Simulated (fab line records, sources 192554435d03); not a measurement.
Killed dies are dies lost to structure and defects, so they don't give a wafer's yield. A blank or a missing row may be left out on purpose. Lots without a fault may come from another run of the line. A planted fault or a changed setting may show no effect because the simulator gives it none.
A struck lot beside a sound one | flow n5_finfet | 14 steps out of a route of 1938
Sound: wafers L930.2, L930.3, L930.6. Struck: wafers L943.3, L943.4, L943.6. The cause comes at the end.
At each step with rows: each side's tool, then ch and its chambers, then its first start. Under that, the readings that differ: sound wafers | struck wafers | difference of the means | sigmas: that difference in standard deviations of wafers without a fault.
alike: readings whose means differ by less than 2 such deviations, and words and numbers that are the same on both sides. not compared: withheld readings, readings that some wafer has no value for, bounds like >300 that may hide the same value, and numbers for which the record gives no deviation and whose values overlap.
The two part at a step that has a row with sigmas, a row that says differs or no value, or rows on one side only. Numbers that don't overlap but have no deviation are shown without sigmas and don't part them. A reading that every wafer of one side lacks parts them only if that side has two wafers or more.

N5_ILD0_THK_MEAS_08:
  sound on film_metro-01, day 5 02:52; struck on film_metro-01, day 8 05:17
  alike: thk_nm
then, 1 step without rows for these wafers: N5_ILD0_PRECLEAN_10 (cleans in NF3:NH3, afs cycles 5, time 20 s, sublimation time 60 s).
N5_ILD0_ALD_15: deposits SiNx, target thk 24 nm, pulse time 1 s, ald cycles 480.
  sound on ald_sin-01 ch 0,1, day 5 03:44; struck on ald_sin-03 ch 0,3, day 8 06:00
  alike: heater_power_w, precursor_pulse_height_rel
N5_ILD0_CMP_12: polishes SiNx, stops on poly-Si, t overpolish 6 s, target thk 17.67 nm.
  sound on cmp-02 ch 0,1,3, day 5 05:58; struck on cmp-02 ch 0,1, day 8 08:12
  alike: motor_current_A, overpolish_run_s, time_to_endpoint_s
N5_ILD0_THK_MEAS_13:
  sound on film_metro-02, day 5 06:14; struck on film_metro-01, day 8 08:29
  alike: thk_nm
N5_ILD0_INSPECT_06: inspects for defects (darkfield).
  sound on defect_inspect-02, day 5 06:16; struck on defect_inspect-01, day 8 08:31
  alike: raw_defect_count
N5_SDB_HM_DEP_00: deposits SiNx from SiH4/NH3/N2, target thk 40 nm, time 35.3 s.
  sound on pecvd-01 ch 0,1, day 5 06:18; struck on pecvd-01 ch 1,2, day 8 08:33
  alike: heater_power_w, rf_fwd_power_W, showerhead_plenum_p_Torr, throttle_valve_pct
then, 5 steps without rows for these wafers: N5_SDB_COAT_03 (time 60 s, resist thk 100 nm); N5_SDB_COAT_04 (time 60 s, resist thk 18 nm); N5_SDB_COAT_05 (resist thk 90 nm); N5_SDB_EBR_07; N5_SDB_SOFTBAKE_06 (time 60 s).
N5_SDB_EXPOSE_08: exposes mask SDB.
  sound on arfi_scanner-02 ch 0, day 5 06:38; struck on arfi_scanner-02, day 8 08:53
  no value came back on the struck wafers for exposure_dose_mJ_cm2, focus_offset_nm (nm); on the sound wafers exposure_dose_mJ_cm2 reads 49.51 49.53 49.52
  alike: mask
then, 1 step without rows for these wafers: N5_SDB_PEB_09 (peb time 60 s).

WHERE THEY PART
Only at N5_SDB_EXPOSE_08, within this record.

WHY: what the simulator had put in
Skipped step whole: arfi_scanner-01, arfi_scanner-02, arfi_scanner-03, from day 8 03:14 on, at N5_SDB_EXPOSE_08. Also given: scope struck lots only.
